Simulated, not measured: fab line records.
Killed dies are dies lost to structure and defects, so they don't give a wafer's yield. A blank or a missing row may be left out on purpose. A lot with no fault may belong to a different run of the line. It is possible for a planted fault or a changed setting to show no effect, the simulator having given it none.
fab line records | flow n5Finfet | part 2 of 2: steps 18 to 29 of 29
record lots=5 | wafers=15 | lastDay=18
route steps=1938 shown DUMMY_GATE@237 SPACER0@258 SD_EPI_N@262
lots that met no fault: taken from a fault-free run of the same line
startH: hours from the record's first day to the start of the lot's first wafer shown | waitH: time in hours since the lot's previous step | " repeats the value in the row above | L1.1+2: a single row standing in for several wafers | - no value present, or no start provided | * or withheld: withheld | < > ~ a bound
route shown NAME@n: NAME is a module with steps in the file, n the number in the route of the first one | usual: average and standard deviation across the fault-free wafers | same: alike in all rows | chamber/n: place in a boat | sites: per-site readings | _std_site: the standard deviation of these | _edge_site: outer sites' mean less inner sites' | radiusMm: for every site, how far away it sits from the centre of the wafer | mask NAME#n: copy n | behind: tool/chamber where the wafer was last shaped | hold: cause of the lot's hold/its duration in hours/its outcome | device: whichever transistor did not switch (one of n, p or np) | end of line: tests run on the same wafers once the route is complete | a step without rows: its recipe alone | killed: the dies lost at the first sort to structure and to defects; this is not the yield of the wafer | map: the dies of a wafer, with x for killed, . for not killed, _ for no die there
set.NAME: setting as actually run; set.NAME@STEP: the setting as run at that earlier step | model.NAME: the simulator's own value behind a step, which no gauge read
lots seen at some steps along the route; tables by step, rows by wafer
services: when a tool's chamber went out of use (startH, in hours from the record's first day, below 0 if earlier), for how many hours, and the reason
## steps
# step N5_DUMMY_GATE_PRECLEAN_51
# recipe chemistry=SC2 | timeS=45 | tempC=35 | mix=1:1:50
lot.wafer  | tool        | chamber | startH | waitH
L075.2+4+5 | wetBench-04 | 3,1,2   | 53.42  | 0.0
L077.1+3+5 | wetBench-06 | 7,2,1   | 66.99  | 0.0
L078.2+3+5 | wetBench-04 | 6,3,5   | 72.75  | 0.0
L095.2+5+6 | wetBench-04 | 5,0,7   | 172.59 | 0.0
L096.2+5+6 | wetBench-04 | 1,2,3   | 184.44 | 0.0
# step N5_DUMMY_GATE_SRD_26
# recipe dry=ipaMarangoni | timeS=30 | tempC=23 | rinseLiquid=diw
lot.wafer  | tool        | chamber | startH | waitH
L075.2+4+5 | wetBench-04 | 3,1,2   | 53.44  | 0.0
L077.1+3+5 | wetBench-06 | 7,2,1   | 67.00  | 0.0
L078.2+3+5 | wetBench-04 | 6,3,5   | 72.76  | 0.0
L095.2+5+6 | wetBench-04 | 5,0,7   | 172.60 | 0.0
L096.2+5+6 | wetBench-04 | 1,2,3   | 184.45 | 0.0
# step N5_DUMMY_GATE_UV_OZONE_45
# recipe timeS=120 | pressureTorr=760 | tempC=25
lot.wafer  | tool        | chamber | startH | waitH
L075.2+4+5 | wetBench-04 | 3,1,2   | 53.46  | 0.0
L077.1+3+5 | wetBench-06 | 7,2,1   | 67.02  | 0.0
L078.2+3+5 | wetBench-04 | 6,3,5   | 72.78  | 0.0
L095.2+5+6 | wetBench-04 | 5,0,7   | 172.61 | 0.0
L096.2+5+6 | wetBench-04 | 1,2,3   | 184.47 | 0.0
# step N5_DUMMY_GATE_INSPECT_27
# recipe inspectInstrument=brightfield | mode=aei
# usual rawDefectCount=292/76
lot.wafer | tool             | chamber | startH | waitH | rawDefectCount
L075.2    | defectInspect-01 | -       | 53.52  | 0.0   | 354
L075.4    | "                | -       | "      | "     | 323
L075.5    | "                | -       | "      | "     | 302
L077.1    | defectInspect-02 | -       | 67.08  | 0.0   | 314
L077.3    | "                | -       | "      | "     | 344
L077.5    | "                | -       | "      | "     | 212
L078.2    | defectInspect-01 | -       | 72.84  | 0.0   | 309
L078.3    | "                | -       | "      | "     | 386
L078.5    | "                | -       | "      | "     | 294
L095.2    | defectInspect-02 | -       | 172.67 | 0.0   | 472
L095.5    | "                | -       | "      | "     | 335
L095.6    | "                | -       | "      | "     | 431
L096.2    | defectInspect-01 | -       | 184.53 | 0.0   | 196
L096.5    | "                | -       | "      | "     | 266
L096.6    | "                | -       | "      | "     | 180
# step N5_SPACER0_ALD_07
# recipe material=SiNx | targetThkA=20 | tempC=400 | aldPrecursorFamily=SiH2I2 | aldCoReactant=N2/H2-plasma | pressureTorr=2
# usual chamberPressureTorr=2.000/0.0042 | heaterPowerW=856/70
lot.wafer | tool      | chamber | startH | waitH | chamberPressureTorr | heaterPowerW
L075.2    | aldSin-02 | 2       | 53.55  | 0.0   | 1.997               | 903
L075.4    | "         | 0       | "      | "     | 1.999               | 978
L075.5    | "         | 2       | "      | "     | 1.994               | 892
L077.1    | aldSin-01 | 3       | 67.11  | 0.0   | 2.004               | 832
L077.3    | "         | 0       | "      | "     | 1.995               | 779
L077.5    | "         | 0       | "      | "     | 1.997               | 777
L078.2    | aldSin-01 | 3       | 72.88  | 0.0   | 1.994               | 824
L078.3    | "         | 2       | "      | "     | 2.002               | 857
L078.5    | "         | 0       | "      | "     | 2.000               | 774
L095.2    | aldSin-02 | 0       | 172.71 | 0.0   | 2.003               | 924
L095.5    | "         | 3       | "      | "     | 2.010               | 826
L095.6    | "         | 0       | "      | "     | 2.004               | 885
L096.2    | aldSin-02 | 3       | 184.56 | 0.0   | 2.000               | 859
L096.5    | "         | 2       | "      | "     | 2.002               | 875
L096.6    | "         | 1       | "      | "     | 1.998               | 776
# step N5_SPACER0_ALD_00
# recipe material=SiOCN | targetThkA=35 | tempC=400 | aldPrecursorFamily=alkyl-aminosilane | aldCoReactant=O2/N2-plasma | pulseTimeS=3 | purgeTimeS=2 | coReactantPurgeTimeS=2 | aldCycles=58 | pressureTorr=2
# usual chamberPressureTorr=2.000/0.0045 | heaterPowerW=852/69 | precursorPulseHeightRel=1.000/0.02
lot.wafer | tool      | chamber | startH | waitH | chamberPressureTorr | heaterPowerW | precursorPulseHeightRel
L075.2    | aldSin-02 | 2       | 53.70  | 0.1   | 1.998               | 888          | 1.024
L075.4    | "         | 0       | "      | "     | 2.001               | 962          | 1.034
L075.5    | "         | 2       | "      | "     | 1.998               | 859          | 0.971
L077.1    | aldSin-01 | 3       | 67.27  | 0.1   | 2.005               | 816          | 1.015
L077.3    | "         | 0       | "      | "     | 2.003               | 758          | 1.031
L077.5    | "         | 0       | "      | "     | 2.005               | 781          | 1.001
L078.2    | aldSin-01 | 3       | 73.03  | 0.1   | 1.997               | 797          | 1.010
L078.3    | "         | 2       | "      | "     | 1.997               | 834          | 1.009
L078.5    | "         | 0       | "      | "     | 2.002               | 776          | 0.996
L095.2    | aldSin-02 | 0       | 172.86 | 0.1   | 1.993               | 915          | 0.978
L095.5    | "         | 3       | "      | "     | 1.999               | 817          | 1.000
L095.6    | "         | 0       | "      | "     | 1.994               | 908          | 0.978
L096.2    | aldSin-02 | 3       | 184.71 | 0.1   | 1.995               | 816          | 0.990
L096.5    | "         | 2       | "      | "     | 1.996               | 892          | 0.963
L096.6    | "         | 1       | "      | "     | 2.011               | 752          | 1.035
# step N5_SPACER0_ALD_08
# recipe material=SiNx | targetThkA=20 | tempC=400 | aldPrecursorFamily=SiH2I2 | aldCoReactant=N2/H2-plasma | pressureTorr=2
# usual chamberPressureTorr=2.000/0.0044 | heaterPowerW=852/68
lot.wafer | tool      | chamber | startH | waitH | chamberPressureTorr | heaterPowerW
L075.2    | aldSin-02 | 2       | 53.96  | 0.1   | 2.000               | 900
L075.4    | "         | 0       | "      | "     | 1.996               | 959
L075.5    | "         | 2       | "      | "     | 2.001               | 891
L077.1    | aldSin-01 | 3       | 67.52  | 0.1   | 2.001               | 825
L077.3    | "         | 0       | "      | "     | 1.997               | 784
L077.5    | "         | 0       | "      | "     | 2.000               | 754
L078.2    | aldSin-01 | 3       | 73.29  | 0.1   | 2.002               | 821
L078.3    | "         | 2       | "      | "     | 1.994               | 863
L078.5    | "         | 0       | "      | "     | 1.997               | 786
L095.2    | aldSin-02 | 0       | 173.12 | 0.1   | 2.000               | 904
L095.5    | "         | 3       | "      | "     | 1.997               | 820
L095.6    | "         | 0       | "      | "     | 1.994               | 904
L096.2    | aldSin-02 | 3       | 184.97 | 0.1   | 2.000               | 836
L096.5    | "         | 2       | "      | "     | 2.000               | 844
L096.6    | "         | 1       | "      | "     | 2.003               | 742
# step N5_SPACER0_INSPECT_04
# recipe inspectInstrument=darkfield | mode=postDep
# usual rawDefectCount=129/30
lot.wafer | tool             | chamber | startH | waitH | rawDefectCount
L075.2    | defectInspect-02 | -       | 54.12  | 0.1   | 139
L075.4    | "                | -       | "      | "     | 144
L075.5    | "                | -       | "      | "     | 151
L077.1    | defectInspect-02 | -       | 67.68  | 0.1   | 157
L077.3    | "                | -       | "      | "     | 143
L077.5    | "                | -       | "      | "     | 97
L078.2    | defectInspect-01 | -       | 73.45  | 0.1   | 133
L078.3    | "                | -       | "      | "     | 180
L078.5    | "                | -       | "      | "     | 145
L095.2    | defectInspect-02 | -       | 173.28 | 0.1   | 172
L095.5    | "                | -       | "      | "     | 142
L095.6    | "                | -       | "      | "     | 170
L096.2    | defectInspect-02 | -       | 185.13 | 0.1   | 97
L096.5    | "                | -       | "      | "     | 95
L096.6    | "                | -       | "      | "     | 89
# step N5_SD_EPI_N_COAT_32
# recipe resist=SOC | tempC=250 | timeS=60 | spinRpm=1500 | resistThkNm=350
# usual plateTempC=249.94/0.17
lot.wafer | tool          | chamber | startH | waitH | plateTempC
L075.2    | lithoTrack-03 | 0       | 54.15  | 0.0   | 249.75
L075.4    | "             | 0       | "      | "     | 249.94
L075.5    | "             | 0       | "      | "     | 249.90
L077.1    | lithoTrack-05 | 0       | 67.71  | 0.0   | 249.79
L077.3    | "             | 0       | "      | "     | 249.80
L077.5    | "             | 0       | "      | "     | 249.87
L078.2    | lithoTrack-03 | 0       | 73.48  | 0.0   | 250.02
L078.3    | "             | 0       | "      | "     | 250.14
L078.5    | "             | 0       | "      | "     | 250.27
L095.2    | lithoTrack-01 | 0       | 173.31 | 0.0   | 249.75
L095.5    | "             | 0       | "      | "     | 249.72
L095.6    | "             | 0       | "      | "     | 250.01
L096.2    | lithoTrack-03 | 0       | 185.16 | 0.0   | 249.94
L096.5    | "             | 0       | "      | "     | 250.00
L096.6    | "             | 0       | "      | "     | 249.86
# step N5_SD_EPI_N_COAT_33
# recipe resist=SiARC | tempC=220 | timeS=60 | spinRpm=1500 | resistThkNm=35
# usual plateTempC=220.02/0.17
lot.wafer | tool          | chamber | startH | waitH | plateTempC
L075.2    | lithoTrack-03 | 0       | -      | -     | 220.03
L075.4    | "             | 0       | "      | "     | 219.68
L075.5    | "             | 0       | "      | "     | 219.65
L077.1    | lithoTrack-05 | 0       | -      | -     | 219.94
L077.3    | "             | 0       | "      | "     | 219.85
L077.5    | "             | 0       | "      | "     | 219.84
L078.2    | lithoTrack-03 | 0       | -      | -     | 219.87
L078.3    | "             | 0       | "      | "     | 220.09
L078.5    | "             | 0       | "      | "     | 219.94
L095.2    | lithoTrack-01 | 0       | -      | -     | 220.08
L095.5    | "             | 0       | "      | "     | 220.06
L095.6    | "             | 0       | "      | "     | 219.92
L096.2    | lithoTrack-03 | 0       | -      | -     | 220.10
L096.5    | "             | 0       | "      | "     | 219.95
L096.6    | "             | 0       | "      | "     | 220.12
# step N5_SD_EPI_N_COAT_03
# recipe resist=CAR-ArF-block | spinRpm=1500 | resistThkNm=150
lot.wafer  | tool          | chamber | startH | waitH
L075.2+4+5 | lithoTrack-03 | 0       | -      | -
L077.1+3+5 | lithoTrack-05 | 0       | -      | -
L078.2+3+5 | lithoTrack-03 | 0       | -      | -
L095.2+5+6 | lithoTrack-01 | 0       | -      | -
L096.2+5+6 | lithoTrack-03 | 0       | -      | -
# step N5_SD_EPI_N_EBR_05
# recipe solvent=PGMEA | ebrWidthMm=1.5
lot.wafer  | tool          | chamber | startH | waitH
L075.2+4+5 | lithoTrack-03 | 0       | -      | -
L077.1+3+5 | lithoTrack-05 | 0       | -      | -
L078.2+3+5 | lithoTrack-03 | 0       | -      | -
L095.2+5+6 | lithoTrack-01 | 0       | -      | -
L096.2+5+6 | lithoTrack-03 | 0       | -      | -
## services
tool        | chamber | startH | hours | kind
rieSi-06    | -       | 30.57  | 2.8   | pm
rieSi-05    | -       | 34.69  | 4.3   | pm
wetBench-06 | -       | 45.62  | 2.9   | repair
aldSin-02   | 1       | 53.33  | 12.5  | repair
rieSi-05    | 2       | 55.41  | 3.8   | repair
rieDiel-04  | 3       | 65.13  | 6.8   | repair
aldSin-02   | 1       | 67.11  | -     | calibration
aldSin-02   | -       | 85.41  | 14.0  | pm
aldSin-02   | 0       | 85.41  | 14.0  | ventCycle
aldSin-02   | 1       | 85.41  | 14.0  | ventCycle
aldSin-02   | 2       | 85.41  | 14.0  | ventCycle
aldSin-02   | 3       | 85.41  | 14.0  | ventCycle
aldSin-02   | 0       | 99.41  | -     | clean
aldSin-02   | 1       | 99.41  | -     | clean
aldSin-02   | 2       | 99.41  | -     | clean
rieDiel-06  | 0       | 116.68 | -     | clean
rieDiel-06  | 0       | 116.68 | -     | consumableReplace:focusRing
rieDiel-06  | 0       | 116.68 | 24.2  | scheduledDown
rieDiel-06  | 0       | 116.68 | 24.2  | ventCycle
rieDiel-02  | 3       | 119.82 | 11.3  | repair
wetBench-06 | -       | 128.45 | 1.5   | repair
rieDiel-02  | -       | 136.73 | 2.7   | repair
rieDiel-04  | -       | 153.50 | 0.6   | repair
rieDiel-06  | 1       | 160.12 | 7.3   | repair
